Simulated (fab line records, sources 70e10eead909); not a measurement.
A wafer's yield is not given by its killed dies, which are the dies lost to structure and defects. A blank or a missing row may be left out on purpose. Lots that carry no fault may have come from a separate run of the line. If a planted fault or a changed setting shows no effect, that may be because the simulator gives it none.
Which tool did it? -- flow nandHarc -- 6 lots with 18 wafers sampled at 2 steps, on a route of 1302 steps

## WHAT EACH GAUGE READ, for each wafer
NHARC_A_ONON_D2_THK_MEAS_08: measures by ellipsometry.
lot,measured,on,thkNm (nm)
L413,day 13 14:46,filmMetro-02,997 999 1000
L420,day 16 03:55,filmMetro-02,1012 1013 1012
L424,day 17 15:00,filmMetro-01,1021 1022 1022
L426,day 18 18:40,filmMetro-01,1009 1012 1009
L430,day 20 14:02,filmMetro-02,1005 1005 1006
L433,day 21 08:37,filmMetro-01,985 986 987

## WHAT TOOL EACH LOT RAN ON (gives the tool, then ch and the chambers of the sampled wafers, and finally the start)
lot,NHARC_A_CHANNEL_FILL_D1_ETCHBACK_08
L413,"rieDiel-04 ch 0,2,3, day 13 14:46 or earlier"
L420,"rieDiel-04 ch 0,1, day 16 03:55 or earlier"
L424,"rieDiel-06 ch 0,1,3, day 17 15:00 or earlier"
L426,"rieDiel-01 ch 1,2,3, day 18 18:40 or earlier"
L430,"rieDiel-04 ch 1,3, day 20 14:02 or earlier"
L433,"rieDiel-04 ch 0,1,3, day 21 08:37 or earlier"
- NHARC_A_CHANNEL_FILL_D1_ETCHBACK_08: etches the open film in C4F8, target depth 220 nm, time 110 s.

## THE ANSWER, worked out from the rows above alone
Rule: what is usual is taken from the lots themselves. The widest of any qualifying gaps counts: lots, ordered by their means at a reading, are off when they make up no more than a third of the lots, leave a main group of 4 or more, and stand apart from it by 3 or more times the standard deviation of that group's means. Not used: any main group whose means are identical at the precision the tables above print for the reading. A lot without any number at a reading at which 4 lots or more have one is off too. Any other lot the step has rows for is counted as sound.
No lot is off on any of the readings shown, so nothing can be concluded from this.

## WHAT THE SIMULATOR HAD INSERTED
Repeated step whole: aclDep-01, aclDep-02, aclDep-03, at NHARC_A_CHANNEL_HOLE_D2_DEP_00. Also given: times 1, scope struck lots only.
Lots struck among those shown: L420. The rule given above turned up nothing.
